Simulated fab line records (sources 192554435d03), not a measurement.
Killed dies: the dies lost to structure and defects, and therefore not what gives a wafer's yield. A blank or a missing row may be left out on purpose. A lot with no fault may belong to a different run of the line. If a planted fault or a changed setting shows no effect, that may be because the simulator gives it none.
Matching of chambers :: flow n5Finfet :: 3 sister chambers for N5_BEOL_M10_PECVD_70 on pecvd-01
The step deposits SiO2 from TEOS/O2, target thk 20 nm, time 22.7 s. 3 wafers are shown with their chamber, then 12 later ones without.

## WAFERS, EACH WITH ITS CHAMBER
wafer: L089.4
chamber: 0
showerheadPlenumPTorr (Torr): 8.86

wafer: L088.5
chamber: 1
showerheadPlenumPTorr (Torr): 8.74

wafer: L088.6
chamber: 2
showerheadPlenumPTorr (Torr): 8.84

## WAFERS MISSING THEIR CHAMBER
wafer: L091.1
showerheadPlenumPTorr (Torr): 8.70

wafer: L091.2
showerheadPlenumPTorr (Torr): 8.85

wafer: L091.3
showerheadPlenumPTorr (Torr): 8.81

wafer: L090.1
showerheadPlenumPTorr (Torr): 8.72

wafer: L090.2
showerheadPlenumPTorr (Torr): 8.87

wafer: L090.3
showerheadPlenumPTorr (Torr): 8.83

wafer: L090.4
showerheadPlenumPTorr (Torr): 8.71

wafer: L090.5
showerheadPlenumPTorr (Torr): 8.84

wafer: L090.6
showerheadPlenumPTorr (Torr): 8.86

wafer: L095.1
showerheadPlenumPTorr (Torr): 8.82

wafer: L095.3
showerheadPlenumPTorr (Torr): 8.86

wafer: L095.4
showerheadPlenumPTorr (Torr): 8.71

## WHICH CHAMBER EACH WENT THROUGH
wafer: L091.1
from the rows above: 1
in truth: 1

wafer: L091.2
from the rows above: can't be placed: 0 or 2
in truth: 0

wafer: L091.3
from the rows above: can't be placed: 2 or 0 or 1
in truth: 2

wafer: L090.1
from the rows above: 1
in truth: 1

wafer: L090.2
from the rows above: can't be placed: 0 or 2
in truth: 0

wafer: L090.3
from the rows above: can't be placed: 2 or 0
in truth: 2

wafer: L090.4
from the rows above: 1
in truth: 1

wafer: L090.5
from the rows above: can't be placed: 2 or 0
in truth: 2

wafer: L090.6
from the rows above: can't be placed: 0 or 2
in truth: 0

wafer: L095.1
from the rows above: can't be placed: 2 or 0
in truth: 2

wafer: L095.3
from the rows above: can't be placed: 0 or 2
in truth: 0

wafer: L095.4
from the rows above: 1
in truth: 1
Correctly placed: 4 of 12. These rows do not allow placing 8 (true chamber among the candidates in 8). Wrongly placed: 0.
How it was worked out, from the rows above alone: a wafer's distance from a chamber is the root of the sum, over the readings, of the square of ((its reading less the chamber's mean) divided by the reading's scatter). If the next closest chamber is less than 2 further off than the closest, the wafer can't be placed; otherwise it belongs to the closest. Each chamber's mean is taken over the wafers shown for it. The scatter: root of mean squared gap, hidden wafer to nearest shown wafer, with one shown wafer a chamber.
